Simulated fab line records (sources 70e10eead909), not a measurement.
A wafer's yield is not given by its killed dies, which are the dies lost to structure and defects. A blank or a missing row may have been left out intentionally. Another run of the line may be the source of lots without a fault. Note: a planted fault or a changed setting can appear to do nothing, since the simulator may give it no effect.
fab line records ; flow nandHarc
[record] lots = 13; wafers = 39; lastDay = 33
route steps=1302 shown P_STI@84 P_GATE@131 END@1302
lots that met no fault: taken from a fault-free run of the same line
startH: start of the lot's first displayed wafer, in hours after the record's first day ; waitH: time in hours since the lot's previous step ; " the same as in the row above ; L1.1+2: one row covering several wafers at once ; - no value present, or no start provided ; * or withheld: withheld ; < > ~ a bound
route shown NAME@n: names a module that has steps shown in the file, with the first one's number in the route ; usual: mean/standard deviation taken from wafers without a fault ; same: alike in all rows ; chamber/n: place in a boat ; sites: readings site by site ; _std_site: the standard deviation of these ; _edge_site: outer sites' mean less inner sites' ; radiusMm: for every site, how far away it sits from the centre of the wafer ; mask NAME#n: copy n ; behind: the most recent tool/chamber to have shaped the wafer ; hold: reason for holding the lot/hours on hold/outcome of the hold ; device: transistor that didn't switch, given as n, p or np ; end of line: tests of these same wafers at the route's end ; a step given without rows: its recipe and nothing more ; killed: dies that structure and defects cost at the first sort, which is not the same as the wafer's yield ; map: per-die view of a wafer (x killed, . not killed, _ where there is no die)
set.NAME: the setting the step ran with; set.NAME@STEP: the setting that earlier step ran with ; model.NAME: the simulator's own value behind a step, which no gauge read
route steps across a sampled set of lots; one table per step, one row per wafer
services: a tool's chamber out of use, with start hour (startH, from the record's first day; less than 0 if before it), hours out, and reason
[[steps]]
[step NHARC_P_STI_OVL_MEAS_10]
[usual] overlayXNm = 1/5; overlayYNm = -1/7.4
lot.wafer;tool;chamber;startH;waitH;overlayXNm;overlayYNm
L300.2;overlay-01;-;43.55;-;-2;-4
L300.3;overlay-01;-;43.55;-;-2;-4
L300.6;overlay-01;-;43.55;-;-2;-4
L301.3;overlay-01;-;53.67;-;-9;-3
L301.4;overlay-01;-;53.67;-;-7;-3
L301.6;overlay-01;-;53.67;-;-7;-3
L302.1;overlay-01;-;65.43;-;4;-9
L302.5;overlay-01;-;65.43;-;4;-9
L302.6;overlay-01;-;65.43;-;4;-9
L304.1;overlay-02;-;86.31;-;-2;-12
L304.3;overlay-02;-;86.31;-;-2;-11
L304.5;overlay-02;-;86.31;-;-2;-11
L305.1;overlay-02;-;94.87;-;5;9
L305.4;overlay-02;-;94.87;-;5;9
L305.6;overlay-02;-;94.87;-;5;8
L306.1;overlay-01;-;107.03;-;6;5
L306.2;overlay-01;-;107.03;-;6;5
L306.5;overlay-01;-;107.03;-;7;5
L308.1;overlay-02;-;122.56;-;2;-7
L308.3;overlay-02;-;122.56;-;3;-7
L308.6;overlay-02;-;122.56;-;2;-7
L309.2;overlay-02;-;136.87;-;1;1
L309.3;overlay-02;-;136.87;-;0;1
L309.4;overlay-02;-;136.87;-;1;1
L310.1;overlay-01;-;148.47;-;5;-14
L310.2;overlay-01;-;148.47;-;5;-15
L310.6;overlay-01;-;148.47;-;5;-14
L312.4;overlay-01;-;163.08;-;1;-7
L312.5;overlay-01;-;163.08;-;1;-7
L312.6;overlay-01;-;163.08;-;1;-6
L314.1;overlay-02;-;182.90;-;-2;-10
L314.4;overlay-02;-;182.90;-;-2;-9
L314.6;overlay-02;-;182.90;-;-2;-10
L322.1;overlay-01;-;267.25;-;2;3
L322.3;overlay-01;-;267.25;-;2;3
L322.6;overlay-01;-;267.25;-;2;3
L323.1;overlay-01;-;275.69;-;-2;5
L323.2;overlay-01;-;275.69;-;-2;5
L323.3;overlay-01;-;275.69;-;-2;6
[step NHARC_P_STI_ETCH_15]
[recipe] targetDepthA = 3000; taperDeg = 4; timeS = 100.1; hbrFlowSccm = 150; cl2FlowSccm = 50; rfW = 400; icpW = 400; biasW = 100; chemistry = HBr/Cl2
[usual] biasW = 100.0/0.3; drypumpMotorCurrentA = 5.7/0.47; oesProductAu = 1.001/0.012; throttleValvePct = 26.406/0.0085
[same] timeS = 100.1
lot.wafer;tool;chamber;startH;waitH;biasW;drypumpMotorCurrentA;oesProductAu;rfHoursCounterH;throttleValvePct
L300.3;rieSi-04;1;44.01;-;100.2;6.2;0.995;0.37;26.416
L300.2;rieSi-04;3;44.01;-;99.8;6.6;1.002;0.30;26.404
L300.6;rieSi-04;0;44.01;-;100.2;5.7;0.988;-;26.415
L301.4;rieSi-04;0;54.11;-;100.0;5.7;0.995;0.41;26.412
L301.3;rieSi-04;3;54.11;-;99.4;6.6;0.994;0.34;26.411
L301.6;rieSi-04;1;54.11;-;100.2;6.2;0.993;-;26.410
L302.1;rieSi-04;1;65.92;-;99.7;6.2;0.986;0.56;26.420
L302.6;rieSi-04;2;65.92;-;99.5;5.6;1.002;-;26.407
L302.5;rieSi-04;3;65.92;-;100.1;6.5;1.004;-;26.396
L304.1;rieSi-01;1;86.75;-;100.1;5.2;1.008;0.37;26.395
L304.3;rieSi-01;3;86.75;-;99.7;6.2;1.028;0.28;26.399
L304.5;rieSi-01;1;86.75;-;100.4;5.2;1.003;-;26.410
L305.4;rieSi-04;2;95.32;-;99.8;5.6;1.005;0.68;26.407
L305.1;rieSi-04;0;95.32;-;99.8;5.7;0.987;0.68;26.410
L305.6;rieSi-04;3;95.32;-;100.1;6.5;0.988;-;26.415
L306.1;rieSi-04;3;107.53;-;100.2;6.5;0.990;0.75;26.419
L306.2;rieSi-04;2;107.53;-;99.7;5.6;0.997;0.81;26.396
L306.5;rieSi-04;3;107.53;-;100.5;6.5;0.992;-;26.421
L308.1;rieSi-05;3;123.01;-;100.4;5.4;0.976;1.00;26.403
L308.3;rieSi-05;1;123.01;-;99.9;5.6;0.991;0.96;26.399
L308.6;rieSi-05;0;123.01;-;100.3;4.9;1.020;-;26.405
L309.4;rieSi-05;1;137.32;-;99.6;5.7;1.011;0.01;26.414
L309.3;rieSi-05;2;137.32;-;100.3;5.2;1.022;0.01;26.416
L309.2;rieSi-05;3;137.32;-;100.4;5.4;0.996;0.01;26.408
L310.2;rieSi-05;3;148.95;-;100.0;5.3;1.000;0.09;26.401
L310.1;rieSi-05;0;148.95;-;100.3;4.9;1.016;0.09;26.410
L310.6;rieSi-05;1;148.95;-;99.8;5.6;1.007;-;26.411
L312.4;rieSi-05;0;163.57;-;99.8;4.9;1.001;0.15;26.410
L312.5;rieSi-05;1;163.57;-;99.9;5.6;1.002;-;26.402
L312.6;rieSi-05;2;163.57;-;99.7;5.2;1.006;-;26.399
L314.4;rieSi-05;2;183.47;-;100.5;5.2;1.012;0.44;26.404
L314.1;rieSi-05;1;183.47;-;99.9;5.7;1.013;0.44;26.392
L314.6;rieSi-05;3;183.47;-;99.7;5.4;1.016;-;26.387
L322.3;rieSi-05;1;267.70;-;100.0;5.6;0.993;1.01;26.414
L322.1;rieSi-05;0;267.70;-;99.7;4.9;1.026;0.90;26.386
L322.6;rieSi-05;2;267.70;-;100.1;5.2;1.008;-;26.407
L323.3;rieSi-01;2;276.14;-;100.2;5.5;1.000;0.45;26.409
L323.2;rieSi-01;3;276.14;-;100.0;6.2;0.999;0.48;26.415
L323.1;rieSi-01;1;276.14;-;100.0;5.2;0.989;0.47;26.420
[step NHARC_P_GATE_HM_DEP_102]
[recipe] targetThkA = 1200; tempC = 400; material = aC
[usual] throttleValvePct = 34.998/0.0097
lot.wafer;tool;chamber;startH;waitH;throttleValvePct
L300.2;aclDep-02;0;93.03;2.5;34.996
L300.3;aclDep-02;0;93.03;2.5;34.996
L300.6;aclDep-02;0;93.03;2.5;34.994
L301.3;aclDep-03;0;101.25;0.6;35.003
L301.4;aclDep-03;0;101.25;0.6;35.000
L301.6;aclDep-03;0;101.25;0.6;34.998
L302.1;aclDep-03;0;117.39;1.8;34.988
L302.5;aclDep-03;0;117.39;1.8;34.995
L302.6;aclDep-03;0;117.39;1.8;35.003
L305.1;aclDep-02;0;145.85;3.6;34.977
L305.4;aclDep-02;0;145.85;3.6;35.006
L305.6;aclDep-02;0;145.85;3.6;35.013
L304.1;aclDep-01;0;146.28;4.1;34.996
L304.3;aclDep-01;0;146.28;4.1;35.003
L304.5;aclDep-01;0;146.28;4.1;34.985
L306.1;aclDep-03;0;164.39;2.2;35.011
L306.2;aclDep-03;0;164.39;2.2;35.000
L306.5;aclDep-03;0;164.39;2.2;35.008
L308.1;aclDep-02;0;175.74;2.8;35.001
L308.3;aclDep-02;0;175.74;2.8;34.997
L308.6;aclDep-02;0;175.74;2.8;35.006
L309.2;aclDep-02;0;194.56;3.5;35.008
L309.3;aclDep-02;0;194.56;3.5;35.006
L309.4;aclDep-02;0;194.56;3.5;35.002
L310.1;aclDep-02;0;202.30;4.2;35.001
L310.2;aclDep-02;0;202.30;4.2;34.991
L310.6;aclDep-02;0;202.30;4.2;35.005
L312.4;aclDep-03;0;208.30;0.7;35.002
L312.5;aclDep-03;0;208.30;0.7;34.996
L312.6;aclDep-03;0;208.30;0.7;35.003
L312.4;aclDep-03;0;209.50;1.1;35.004
L312.5;aclDep-03;0;209.50;1.1;35.008
L312.6;aclDep-03;0;209.50;1.1;34.994
L314.1;aclDep-03;0;239.57;1.9;34.995
L314.4;aclDep-03;0;239.57;1.9;34.989
L314.6;aclDep-03;0;239.57;1.9;35.001
L314.1;aclDep-01;0;241.14;1.5;35.019
L314.4;aclDep-01;0;241.14;1.5;35.003
L314.6;aclDep-01;0;241.14;1.5;35.002
L322.1;aclDep-03;0;325.00;0.4;35.007
L322.3;aclDep-03;0;325.00;0.4;35.000
L322.6;aclDep-03;0;325.00;0.4;34.996
L323.1;aclDep-03;0;329.51;0.4;35.007
L323.2;aclDep-03;0;329.51;0.4;35.007
L323.3;aclDep-03;0;329.51;0.4;34.996
[step NHARC_P_GATE_ALD_36]
[recipe] targetThkA = 200; pulseTimeS = 60; aldCycles = 223; tempC = 400; material = SiNx
[usual] heaterPowerW = 840/92; precursorPulseHeightRel = 1.000/0.019
lot.wafer;tool;chamber;startH;waitH;heaterPowerW;precursorPulseHeightRel;sinceWetCleanH
L300.3;aldSin-03;1;97.35;-;1014;1.020;92
L300.2;aldSin-03;3;99.41;-;916;1.013;94
L300.6;aldSin-03;1;101.47;-;1036;1.024;-
L301.3;aldSin-01;3;104.76;-;791;1.019;61
L301.4;aldSin-01;1;106.91;-;876;0.981;63
L301.6;aldSin-01;3;109.06;-;795;1.004;-
L302.1;aldSin-02;3;120.14;-;715;1.011;168
L302.6;aldSin-02;3;124.37;-;712;0.991;-
L302.5;aldSin-02;0;125.43;-;855;0.994;-
L305.4;aldSin-01;3;149.75;-;804;1.017;106
L305.1;aldSin-01;1;151.88;-;876;1.006;108
L305.6;aldSin-01;2;152.95;-;915;1.023;-
L304.1;aldSin-02;3;151.19;-;704;0.983;17
L304.3;aldSin-02;0;152.24;-;830;1.004;18
L304.5;aldSin-02;2;154.33;-;816;0.995;-
L306.1;aldSin-03;2;169.21;-;800;0.997;164
L306.2;aldSin-03;3;170.28;-;911;0.987;165
L306.5;aldSin-03;0;171.36;-;915;1.004;-
L308.1;aldSin-02;1;178.40;-;736;1.011;44
L308.3;aldSin-02;3;180.50;-;709;1.000;46
L308.6;aldSin-02;1;182.59;-;739;1.021;-
L309.3;aldSin-03;2;197.25;-;798;0.976;14
L309.4;aldSin-03;0;199.33;-;936;0.977;16
L309.2;aldSin-03;1;200.38;-;1027;1.016;17
L310.2;aldSin-01;1;206.13;-;866;0.998;162
L310.1;aldSin-01;2;207.17;-;912;0.960;163
L310.6;aldSin-01;0;209.25;-;737;1.021;-
L312.4;aldSin-02;3;234.31;-;711;0.963;-
L312.6;aldSin-02;3;238.54;-;736;1.009;-
L312.5;aldSin-02;2;240.65;-;822;1.034;-
L314.4;aldSin-03;3;243.87;-;894;0.976;61
L314.1;aldSin-03;2;247.08;-;793;1.013;64
L314.6;aldSin-03;3;248.15;-;908;1.004;-
L322.1;aldSin-02;3;327.72;-;710;0.993;15
L322.3;aldSin-02;0;329.16;-;849;0.978;17
L322.6;aldSin-02;1;334.89;-;726;1.006;-
L323.1;aldSin-03;1;332.28;-;1026;1.001;149
L323.2;aldSin-03;3;334.43;-;915;0.990;151
L323.3;aldSin-03;0;335.51;-;919;0.973;152
[step NHARC_END_SORT_01]
[recipe] tempC = 25
[usual] killedAtArray = 46/15; killedAtOther = 1.0/1.3; killedAtPeriphery = 4/3; killedDies = 51/15; killedOpen = 3.2/1.8; killedShort = 2.5/1.5
[same] grossDies = 677
lot.wafer;tool;chamber;startH;waitH;killedAtArray;killedAtOther;killedAtPeriphery;killedDies;killedOpen;killedShort
L300.2;prober-01;0;601.64;2.8;51;2;9;62;1;2
L300.3;prober-01;0;602.46;3.1;39;0;2;41;3;1
L300.6;prober-01;0;604.92;4.1;29;0;6;35;3;2
L309.2;prober-01;0;655.54;2.8;85;1;10;96;3;4
L309.3;prober-01;0;656.35;3.1;57;1;6;64;3;4
L309.4;prober-01;0;657.15;3.4;73;3;3;79;2;1
L310.1;prober-02;0;670.20;2.5;64;0;6;70;7;4
L310.2;prober-02;0;671.00;2.8;32;1;9;42;4;2
L310.6;prober-02;0;674.20;4.0;37;2;5;44;2;6
L314.1;prober-02;0;698.87;2.5;72;1;7;80;3;1
L314.4;prober-02;0;701.25;3.4;64;3;3;70;6;5
L314.6;prober-02;0;702.84;4.0;75;2;2;79;2;1
L312.4;prober-01;0;719.78;3.4;41;0;6;47;2;4
L312.5;prober-01;0;720.59;3.7;47;1;3;51;0;2
L312.6;prober-01;0;721.39;4.0;43;0;4;47;6;4
// killed by level:class
L300.2 A_CHANNEL_HOLE_D1:chamberFilmFlake=37 A_CHANNEL_HOLE_D2:chamberFilmFlake=6 P_M2:chamberFilmFlake=4 A_STAIRCASE:chamberFilmFlake=3 A_CONTACT:chamberFilmFlake=3 P_GATE:chamberFilmFlake=2 A_ONON_D1:geometricParticle:short=1 STARTING-WAFER:geometricParticle:open=1
L300.3 A_CHANNEL_HOLE_D1:chamberFilmFlake=28 A_CHANNEL_HOLE_D2:chamberFilmFlake=3 A_CONTACT:chamberFilmFlake=3 A_ONON_D2:geometricParticle:open=2 A_ONON_D2:geometricParticle:short=1 A_WL_FILL:geometricParticle:open=1 P_STI:chamberFilmFlake=1 P_M2:chamberFilmFlake=1
L300.6 A_CHANNEL_HOLE_D1:chamberFilmFlake=16 A_CHANNEL_HOLE_D2:chamberFilmFlake=6 P_ZERO_WELL:chamberFilmFlake=2 P_M2:chamberFilmFlake=2 P_STI:geometricParticle:open=1 A_ONON_D1:geometricParticle:short=1 A_CHANNEL_FILL_D1:geometricParticle:open=1 A_CHANNEL_FILL_D1:geometricParticle:short=1
L309.2 A_CHANNEL_HOLE_D1:chamberFilmFlake=32 A_SLIT:chamberFilmFlake=21 A_CHANNEL_HOLE_D2:chamberFilmFlake=8 A_CONTACT:chamberFilmFlake=7 A_WL_FILL:chamberFilmFlake=4 P_STI:chamberFilmFlake=3 P_GATE:chamberFilmFlake=3 A_STAIRCASE:chamberFilmFlake=3
L309.3 A_SLIT:chamberFilmFlake=21 A_CHANNEL_HOLE_D1:chamberFilmFlake=15 A_CONTACT:chamberFilmFlake=6 A_CHANNEL_HOLE_D2:chamberFilmFlake=5 P_ZERO_WELL:chamberFilmFlake=3 P_M1:geometricParticle:open=2 A_WL_FILL:chamberFilmFlake=2 A_CHANNEL_HOLE_D1:geometricParticle:open=1
L309.4 A_CHANNEL_HOLE_D1:chamberFilmFlake=37 A_SLIT:chamberFilmFlake=18 A_CHANNEL_HOLE_D2:chamberFilmFlake=7 A_CONTACT:chamberFilmFlake=3 THIN_TSV:chamberFilmFlake=3 P_GATE:chamberFilmFlake=2 A_WL_FILL:chamberFilmFlake=2 A_CHANNEL_FILL_D1:geometricParticle:short=1
L310.1 A_CHANNEL_HOLE_D1:chamberFilmFlake=41 A_SLIT:chamberFilmFlake=5 P_BONDPAD:chamberFilmFlake=3 A_CONTACT:chamberFilmFlake=3 A_WL_FILL:geometricParticle:short=2 A_CHANNEL_FILL_D2:chamberFilmFlake=2 P_GATE:geometricParticle:open=1 P_M0:geometricParticle:open=1
L310.2 A_CHANNEL_HOLE_D1:chamberFilmFlake=16 A_CONTACT:chamberFilmFlake=4 P_STI:chamberFilmFlake=3 P_BONDPAD:chamberFilmFlake=3 A_SLIT:chamberFilmFlake=3 A_CHANNEL_HOLE_D2:chamberFilmFlake=2 P_GATE:geometricParticle:open=1 A_DECK1_JOINT:geometricParticle:open=1
L310.6 A_CHANNEL_HOLE_D1:chamberFilmFlake=18 A_CONTACT:chamberFilmFlake=5 A_ONON_D1:geometricParticle:short=2 A_ONON_D2:geometricParticle:short=2 A_CHANNEL_FILL_D1:chamberFilmFlake=2 A_CHANNEL_FILL_D2:chamberFilmFlake=2 A_SLIT:chamberFilmFlake=2 THIN_TSV:chamberFilmFlake=2
L314.1 A_CHANNEL_HOLE_D1:chamberFilmFlake=33 A_SLIT:chamberFilmFlake=24 P_BONDPAD:chamberFilmFlake=4 A_STAIRCASE:chamberFilmFlake=3 A_CONTACT:chamberFilmFlake=3 A_DECK1_JOINT:chamberFilmFlake=2 A_CHANNEL_HOLE_D2:chamberFilmFlake=2 A_M0:chamberFilmFlake=2
L314.4 A_SLIT:chamberFilmFlake=22 A_CHANNEL_HOLE_D1:chamberFilmFlake=19 A_CHANNEL_HOLE_D2:chamberFilmFlake=6 A_M0:chamberFilmFlake=4 P_BONDPAD:chamberFilmFlake=2 A_CONTACT:chamberFilmFlake=2 A_ONON_D1:geometricParticle:short=1 A_CHANNEL_FILL_D1:geometricParticle:short=1
L314.6 A_CHANNEL_HOLE_D1:chamberFilmFlake=39 A_SLIT:chamberFilmFlake=21 A_CONTACT:chamberFilmFlake=4 A_CHANNEL_HOLE_D2:chamberFilmFlake=3 A_M0:chamberFilmFlake=3 P_BONDPAD:chamberFilmFlake=2 A_CHANNEL_FILL_D2:chamberFilmFlake=2 THIN_TSV:chamberFilmFlake=2
L312.4 A_CHANNEL_HOLE_D2:chamberFilmFlake=13 A_CONTACT:chamberFilmFlake=7 A_CHANNEL_FILL_D2:chamberFilmFlake=6 A_CHANNEL_HOLE_D1:chamberFilmFlake=5 A_STAIRCASE:chamberFilmFlake=4 P_GATE:chamberFilmFlake=3 A_WL_FILL:geometricParticle:open=2 P_CONTACT:geometricParticle:short=1
L312.5 A_CHANNEL_HOLE_D2:chamberFilmFlake=10 A_CONTACT:chamberFilmFlake=9 A_CHANNEL_HOLE_D1:chamberFilmFlake=7 A_CHANNEL_FILL_D2:chamberFilmFlake=6 A_STAIRCASE:chamberFilmFlake=6 A_SLIT:chamberFilmFlake=3 A_WL_FILL:chamberFilmFlake=3 A_CHANNEL_HOLE_D1:geometricParticle:short=1
L312.6 A_CHANNEL_HOLE_D2:chamberFilmFlake=11 A_CHANNEL_FILL_D2:chamberFilmFlake=7 A_CHANNEL_HOLE_D1:chamberFilmFlake=6 A_STAIRCASE:chamberFilmFlake=4 A_SLIT:chamberFilmFlake=3 A_CONTACT:chamberFilmFlake=3 P_CONTACT:geometricParticle:open=2 A_WL_FILL:geometricParticle:short=2
[[services]]
tool;chamber;startH;hours;kind
aldSin-01;-;36.03;10.0;pm
rieSi-01;-;55.27;2.0;repair
aclDep-02;-;62.17;13.0;pm
rieSi-04;1;106.68;13.8;repair
rieSi-05;-;111.02;1.9;repair
rieSi-01;2;114.65;2.1;repair
aclDep-03;-;122.29;13.0;pm
rieSi-01;3;123.71;5.3;repair
rieSi-05;-;128.00;9.0;pm
aldSin-02;3;162.82;2.4;repair
rieSi-04;-;165.00;9.0;pm
aldSin-01;3;165.70;1.9;repair
rieSi-01;1;183.56;5.2;repair
aldSin-03;-;185.66;0.8;repair
aclDep-01;-;187.55;13.0;pm
aldSin-02;1;207.88;15.0;repair
aldSin-02;0;210.53;5.5;repair
aclDep-02;-;243.58;13.0;pm
aldSin-03;3;282.70;1.3;repair
rieSi-04;3;287.68;19.4;repair
aclDep-03;-;303.90;13.0;pm
aldSin-02;-;304.49;10.0;pm
rieSi-05;-;305.00;9.0;pm
aldSin-02;2;325.19;7.4;repair
[[key]]
[firstSign] step = NHARC_P_GATE_HM_DEP_102; reading = visit; direction = added
effect none on later readings
metAt NHARC_P_GATE_HM_DEP_102
struckLots L312,L314
testerLeftOut L312,L314
notActingAt NHARC_P_STI_OVL_MEAS_10,NHARC_P_STI_ETCH_15,NHARC_P_GATE_ALD_36
[fault] kind = repeatedStepWhole; tool = aclDep-01,aclDep-02,aclDep-03; chamber = -; onsetH = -; steps = NHARC_P_GATE_HM_DEP_102; times = 1; scope = struckLotsOnly
// testerLeftOut: of these lots the tester's yield and bins aren't shown, on N5 and GAA mostly nor the transistor test; their killed dies are dies lost to structure and defects alone, not to doping, threshold or leakage, so they don't give the yield
